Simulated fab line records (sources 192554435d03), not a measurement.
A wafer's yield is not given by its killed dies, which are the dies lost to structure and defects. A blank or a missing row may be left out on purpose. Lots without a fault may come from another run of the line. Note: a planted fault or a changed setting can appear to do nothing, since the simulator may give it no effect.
Matching of chambers + flow n5_finfet + 4 sister chambers for N5_FIN_SAQP_MANDREL_ETCH_22 on rie_si-02
The step etches a-Si in HBr/Cl2, stops on SiNx, target depth 60 nm, bt time 10 s, time 30 s. 8 wafers are shown with their chamber, then 12 later ones without.

== WAFERS, EACH WITH ITS CHAMBER ==
| wafer  | chamber | throttle_valve_pct (%) | drypump_motor_current_A (A) |
|--------|---------|------------------------|-----------------------------|
| L080.5 | 2       | 35.50                  | 5.94                        |
| L081.6 | 2       | 35.50                  | 5.97                        |
| L086.4 | 1       | 35.11                  | 5.93                        |
| L087.1 | 3       | 35.69                  | 5.80                        |
| L087.6 | 0       | 35.52                  | 5.90                        |
| L088.1 | 3       | 35.67                  | 5.79                        |
| L088.2 | 0       | 35.51                  | 5.93                        |
| L088.4 | 1       | 35.12                  | 5.93                        |

== WAFERS MISSING THEIR CHAMBER ==
| wafer  | throttle_valve_pct (%) | drypump_motor_current_A (A) |
|--------|------------------------|-----------------------------|
| L089.2 | 35.53                  | 5.95                        |
| L089.3 | 35.69                  | 5.80                        |
| L089.5 | 35.50                  | 5.98                        |
| L090.2 | 35.68                  | 5.80                        |
| L090.3 | 35.14                  | 5.93                        |
| L090.6 | 35.68                  | 5.79                        |
| L095.4 | 35.45                  | 5.95                        |
| L095.5 | 35.09                  | 5.93                        |
| L095.6 | 35.48                  | 5.96                        |
| L097.1 | 35.17                  | 5.92                        |
| L097.2 | 35.68                  | 5.80                        |
| L097.5 | 35.66                  | 5.81                        |

== THE CHAMBER EACH PASSED THROUGH ==
| wafer  | from the rows above     | in truth |
|--------|-------------------------|----------|
| L089.2 | can't be placed: 0 or 2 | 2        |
| L089.3 | 3                       | 3        |
| L089.5 | 2                       | 2        |
| L090.2 | 3                       | 3        |
| L090.3 | 1                       | 1        |
| L090.6 | 3                       | 3        |
| L095.4 | 2                       | 2        |
| L095.5 | 1                       | 1        |
| L095.6 | 2                       | 2        |
| L097.1 | 1                       | 1        |
| L097.2 | 3                       | 3        |
| L097.5 | 3                       | 3        |
Placed correctly: 11 of 12. These rows do not allow placing 1 (true chamber among the candidates in 1). Placed wrongly: 0.
How it was worked out, from the rows above alone: a wafer's distance from a chamber is the root of the sum, over the readings, of the square of ((its reading less the chamber's mean) divided by the reading's scatter). If the next closest chamber is less than 2 further off than the closest, the wafer can't be placed; otherwise it belongs to the closest. Each chamber's mean is taken over the wafers shown for it. The scatter: take each reading less its chamber's mean, square it, sum over the shown wafers, divide by the number of wafers less the number of chambers, and take the root.
